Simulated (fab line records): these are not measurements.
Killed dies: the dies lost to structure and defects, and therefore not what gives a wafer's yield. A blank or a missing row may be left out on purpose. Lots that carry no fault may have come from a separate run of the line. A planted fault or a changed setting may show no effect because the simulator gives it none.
One fault seen from 3 desks	flow n5 finfet	each desk has only its own numbers; what lay behind them comes last

== METROLOGY DESK ==
What the gauges read for every lot (on any tool): the sampled wafers with a number, averaged. The brackets show how far a lot's mean lies from the usual mean; more than 4 standard deviations puts the lot out of limits, marked OUT. 7 of its 10 readings are shown, namely those furthest out on some lot.
Columns: A = IOFF_P at N5_BEOL_M4_RC_MEAS_101, usual 0.21 nA/um; B = ION_N at N5_BEOL_M4_RC_MEAS_101, usual 680 uA/um; C = ION_P at N5_BEOL_M4_RC_MEAS_101, usual 465 uA/um; D = SS_N at N5_BEOL_M4_RC_MEAS_101, usual 71.5 mV/dec; E = SS_P at N5_BEOL_M4_RC_MEAS_101, usual 73.2 mV/dec; F = VT_N at N5_BEOL_M4_RC_MEAS_101, usual 249 mV; G = VT_P at N5_BEOL_M4_RC_MEAS_101, usual -250 mV
lot	first seen here	A	B	C	D	E	F	G
L393	day 8 13:37	0.25	688	472	71.5	73.8	248	-249
L394	day 8 23:29	0.21	693	466	71.5	73.6	247	-248
L396	day 9 17:30	0.20	674	459	71.5	73.7	251	-252
L398	day 10 00:14	0.21	678	466	71.7	73.3	248	-251
L407	day 12 04:37	0.19	680	469	70.7	73.3	252	-252
L408	day 12 09:25	0.21	668	460	71.6	72.9	253	-249
L409	day 12 14:55	0.17	671	460	71.3	72.3	253	-253
L411	day 13 14:23	0.20	685	462	71.6	73.3	246	-252
L414	day 13 21:46	0.23	678	468	71.7	73.1	249	-249
This desk's verdict: no lot among the 9 shows anything out of limits.

== THE DEFECT DESK ==
Inspection counts along the route, by lot: the mean over sampled wafers that carry a number. The brackets show how far a lot's mean lies from the usual mean; more than 4 standard deviations puts the lot out of limits, marked OUT.
Columns: A = raw defect count at N5_DUMMY_GATE_INSPECT_17, usual 206
lot	first seen here	A
L393	day 3 12:27	177
L394	day 3 18:19	233
L396	day 4 10:34	198
L398	day 4 16:05	168
L407	day 6 22:54	214
L408	day 7 03:48	145
L409	day 7 08:37	188
L411	day 7 22:10	288
L414	day 8 17:04	173
This desk's verdict: no lot among the 9 shows anything out of limits.

== DESK OF THE TOOL OWNER: rie diel-05 ==
The tool's own readings at N5_DUMMY_GATE_ETCH_29 (etches underlayer in N2/H2, target depth 13 nm): means of the sampled wafers that have a number, for each lot that ran on this tool. The brackets show how far a lot's mean lies from the usual mean; more than 4 standard deviations puts the lot out of limits, marked OUT.
Columns: A = drypump motor current A at N5_DUMMY_GATE_ETCH_29, usual 5.43 A; B = oes product au at N5_DUMMY_GATE_ETCH_29, usual 0.75 a.u.; C = rf fwd power W at N5_DUMMY_GATE_ETCH_29, usual 830 W; D = rf vpp V at N5_DUMMY_GATE_ETCH_29, usual 525.1 V; E = showerhead plenum p Torr at N5_DUMMY_GATE_ETCH_29, usual 2.59 Torr; F = throttle valve pct at N5_DUMMY_GATE_ETCH_29, usual 18.0 %
lot	first seen here	A	B	C	D	E	F
L396	day 4 10:40	5.43	0.75	833	525.3	2.57	18.0
L407	day 6 23:00	5.34	0.79	1035 (+51) OUT	489.3 (-20) OUT	2.59	18.2
L408	day 7 03:58	5.50	0.90	1032 (+51) OUT	487.4 (-21) OUT	2.55	17.8
Finding of this desk: L407, L408 out of limits; the first was L407 at day 6 23:00, on rf fwd power W at N5_DUMMY_GATE_ETCH_29. L396 stayed within limits.

== TAKEN TOGETHER ==
On L407, L408, at day 6 23:00, an alarm was possible from the tool owner's desk.
From the metrology desk's view, nothing was out of limits.
No out-of-limits result turned up at the defect desk.
The metrology desk has L407, L408 on record, within its limits.
The defect desk has L407, L408 on record, within its limits.
Every lot named ran N5_DUMMY_GATE_ETCH_29 on rie diel-05.

== WHAT THE SIMULATOR PUT IN ==
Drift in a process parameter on rie diel-05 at N5_DUMMY_GATE_ETCH_29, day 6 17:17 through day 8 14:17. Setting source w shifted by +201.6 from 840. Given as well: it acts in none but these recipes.
Struck lots among those shown: L407, L408.
Each desk's first reading out of limits, in hours after the fault started: the tool owner's desk, 6.
